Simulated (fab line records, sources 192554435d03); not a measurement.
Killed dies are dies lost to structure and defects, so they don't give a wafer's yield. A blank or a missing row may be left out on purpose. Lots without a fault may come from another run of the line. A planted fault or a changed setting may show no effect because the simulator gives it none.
Which tool did it? | flow n5_finfet | 12 lots, 36 wafers sampled, at 5 steps of a route of 1938

WHAT THE GAUGES READ, wafer by wafer
N5_GATE_CUT_THK_MEAS_24.
lot  | measured     | on            | GC_FILL_THK (nm)
L075 | day 5 00:49  | film_metro-02 | 219.9 218.0 220.7
L077 | day 5 08:41  | film_metro-02 | 220.8 221.4 223.0
L079 | day 5 22:56  | film_metro-01 | 222.8 222.2 222.9
L081 | day 6 09:42  | film_metro-01 | 218.6 222.3 221.0
L083 | day 7 01:52  | film_metro-02 | 222.7 223.0 221.5
L085 | day 7 16:34  | film_metro-02 | 218.7 222.5 223.6
L087 | day 8 01:22  | film_metro-01 | 221.8 222.3 222.5
L089 | day 8 07:37  | film_metro-01 | 217.8 218.0 220.3
L091 | day 8 21:34  | film_metro-01 | 217.5 219.7 220.6
L093 | day 9 13:19  | film_metro-01 | 220.4 222.5 222.6
L095 | day 10 02:47 | film_metro-01 | 219.7 218.8 219.6
L097 | day 10 14:55 | film_metro-01 | 219.0 218.6 219.0

WHICH TOOL RAN EACH LOT (tool, then ch and the chambers of the sampled wafers, then the start)
lot  | N5_HKMG_FIN_CMP_94            | N5_GATE_CUT_ETCHBACK_00           | N5_GATE_CUT_CUT_ETCH_53           | N5_GATE_CUT_VAPOR_ETCH_51
L075 | cmp-04 ch 0,1,2, day 4 16:41  | rie_metal-02 ch 0,1, day 4 16:53  | rie_metal-01 ch 0, day 4 21:32    | rie_metal-01 ch 0, day 4 21:47
L077 | cmp-02 ch 1,2,3, day 5 00:16  | rie_metal-02 ch 0,1, day 5 00:31  | rie_metal-03 ch 0,1, day 5 06:28  | rie_metal-03 ch 0,1, day 5 06:42
L079 | cmp-02 ch 0,1,3, day 5 16:16  | rie_metal-02 ch 1, day 5 16:28    | rie_metal-01 ch 0,1, day 5 20:32  | rie_metal-01 ch 0,1, day 5 20:47
L081 | cmp-01 ch 1,2,3, day 6 03:01  | rie_metal-01 ch 0,1, day 6 03:14  | rie_metal-01 ch 0,1, day 6 07:28  | rie_metal-01 ch 0,1, day 6 07:43
L083 | cmp-01 ch 1,2, day 6 18:34    | rie_metal-01 ch 1, day 6 18:55    | rie_metal-01 ch 1, day 6 23:26    | rie_metal-01 ch 1, day 6 23:53
L085 | cmp-04 ch 1,2, day 7 09:35    | rie_metal-02 ch 1, day 7 09:51    | rie_metal-03 ch 1, day 7 14:20    | rie_metal-03 ch 1, day 7 14:35
L087 | cmp-04 ch 1,2, day 7 18:33    | rie_metal-02 ch 0,1, day 7 18:49  | rie_metal-02 ch 0,1, day 7 23:04  | rie_metal-02 ch 0,1, day 7 23:18
L089 | cmp-04 ch 0,2,3, day 8 01:04  | rie_metal-02 ch 0, day 8 01:20    | rie_metal-02 ch 1, day 8 05:23    | rie_metal-02 ch 1, day 8 05:38
L091 | cmp-02 ch 0,1, day 8 14:44    | rie_metal-02 ch 0, day 8 15:00    | rie_metal-01 ch 1, day 8 19:15    | rie_metal-01 ch 1, day 8 19:29
L093 | cmp-02 ch 0,3, day 9 06:26    | rie_metal-02 ch 0, day 9 06:43    | rie_metal-02 ch 0, day 9 11:05    | rie_metal-02 ch 0, day 9 11:20
L095 | cmp-04 ch 1,2,3, day 9 19:34  | rie_metal-03 ch 0,1, day 9 19:50  | rie_metal-03 ch 0,1, day 10 00:28 | rie_metal-03 ch 0,1, day 10 00:47
L097 | cmp-04 ch 0,1,3, day 10 07:17 | rie_metal-03 ch 0,1, day 10 07:33 | rie_metal-01 ch 0,1, day 10 12:41 | rie_metal-01 ch 0,1, day 10 12:56
- N5_HKMG_FIN_CMP_94: polishes, stops on SiNx, t overpolish 4.7 s, target thk 43.299 nm.
- N5_GATE_CUT_ETCHBACK_00: etches W in SF6/Cl2.
- N5_GATE_CUT_CUT_ETCH_53: etches W in SF6/Cl2, target depth 79.2 nm.
- N5_GATE_CUT_VAPOR_ETCH_51: etches HfO2 in BCl3/Cl2.

THE ANSWER, worked out from the rows above alone
Rule: what is usual is taken from the lots themselves. Put in order of their means at a reading, lots are off if they are a third of the lots or fewer, leave a main group of 4 or more, and stand apart from it by a gap of 3 or more times the standard deviation of the main group's means; of several such gaps the widest counts. A main group whose means are all the same, to the digits that the tables above print for the reading, isn't used. A lot without any number at a reading at which 4 lots or more have one is off too. The other lots that the step has rows for count as sound.
No lot is off at any reading shown: from this, nothing can be told.

WHAT THE SIMULATOR HAD PUT IN
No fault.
